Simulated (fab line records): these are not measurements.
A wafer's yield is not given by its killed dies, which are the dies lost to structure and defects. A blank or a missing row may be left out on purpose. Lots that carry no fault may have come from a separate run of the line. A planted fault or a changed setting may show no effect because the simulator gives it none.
Matching of chambers + flow n5-finfet + N5_FIN_SAQP_ETCH_65 on rie-si-04 has 4 sister chambers
The step etches SiO2 in CF4, target depth 4 nm, time 4.4 s. 16 wafers are shown with their chamber, then 8 later ones without.

## WAFERS PAIRED WITH THEIR CHAMBERS
| wafer  | chamber | throttle-valve-pct (%) | drypump-motor-current-A (A) | oes-product-au (a.u.) |
|--------|---------|------------------------|-----------------------------|-----------------------|
| L077.1 | 3       | 21.88                  | 5.9                         | 1.022                 |
| L077.2 | 2       | 22.13                  | 6.0                         | 1.000                 |
| L077.3 | 1       | 21.66                  | 5.9                         | 0.945                 |
| L079.1 | 3       | 21.88                  | 6.0                         | 1.020                 |
| L079.4 | 2       | 22.13                  | 6.0                         | 0.990                 |
| L079.6 | 2       | 22.13                  | 6.0                         | 0.983                 |
| L081.1 | 3       | 21.88                  | 6.0                         | 1.025                 |
| L081.2 | 2       | 22.14                  | 5.9                         | 1.000                 |
| L081.3 | 1       | 21.65                  | 5.9                         | 0.942                 |
| L083.2 | 1       | 21.66                  | 5.9                         | 0.947                 |
| L083.5 | 1       | 21.66                  | 5.9                         | 0.952                 |
| L083.6 | 2       | 22.15                  | 6.0                         | 0.988                 |
| L086.1 | 0       | 21.94                  | 6.5                         | 1.019                 |
| L086.3 | 3       | 21.86                  | 6.0                         | 1.025                 |
| L086.4 | 1       | 21.64                  | 5.9                         | 0.949                 |
| L087.2 | 1       | 21.66                  | 5.9                         | 0.946                 |

SIGNATURES (means of the wafers above)
| reading                 | chamber 0 | chamber 1 | chamber 2 | chamber 3 | scatter within a chamber |
|-------------------------|-----------|-----------|-----------|-----------|--------------------------|
| throttle-valve-pct      | 21.9400   | 21.6550   | 22.1360   | 21.8750   | 0.00899                  |
| drypump-motor-current-A | 6.500     | 5.900     | 5.980     | 5.975     | 0.0359                   |
| oes-product-au          | 1.01900   | 0.94683   | 0.99220   | 1.02300   | 0.00505                  |
Rule: for a wafer and a chamber, the distance is found by dividing, reading by reading, the gap between the wafer's reading and the chamber's mean by the reading's scatter, squaring, summing and taking the root. If the next closest chamber is less than 2 further off than the closest, the wafer can't be placed; otherwise it belongs to the closest. How the scatter is found: for the shown wafers, subtract from each reading the mean of its chamber, square and add these, divide the total by (wafers less chambers), then take the root.

## WAFERS WITH NO CHAMBER GIVEN
| wafer  | throttle-valve-pct (%) | drypump-motor-current-A (A) | oes-product-au (a.u.) |
|--------|------------------------|-----------------------------|-----------------------|
| L087.3 | 21.89                  | 5.9                         | 1.018                 |
| L087.4 | 21.94                  | 6.5                         | 1.002                 |
| L096.2 | 21.86                  | 6.0                         | 1.018                 |
| L096.4 | 21.65                  | 5.9                         | 0.935                 |
| L096.6 | 21.88                  | 6.0                         | 1.016                 |
| L097.2 | 21.64                  | 5.9                         | 0.953                 |
| L097.3 | 22.13                  | 6.0                         | 0.992                 |
| L097.6 | 21.92                  | 6.5                         | 1.029                 |

## CHAMBER TAKEN BY EACH
| wafer  | from the rows above | in truth |
|--------|---------------------|----------|
| L087.3 | 3                   | 3        |
| L087.4 | 0                   | 0        |
| L096.2 | 3                   | 3        |
| L096.4 | 1                   | 1        |
| L096.6 | 3                   | 3        |
| L097.2 | 1                   | 1        |
| L097.3 | 2                   | 2        |
| L097.6 | 0                   | 0        |
8 of 8 placed correctly. From these rows, 0 cannot be placed. Number placed wrongly: 0.
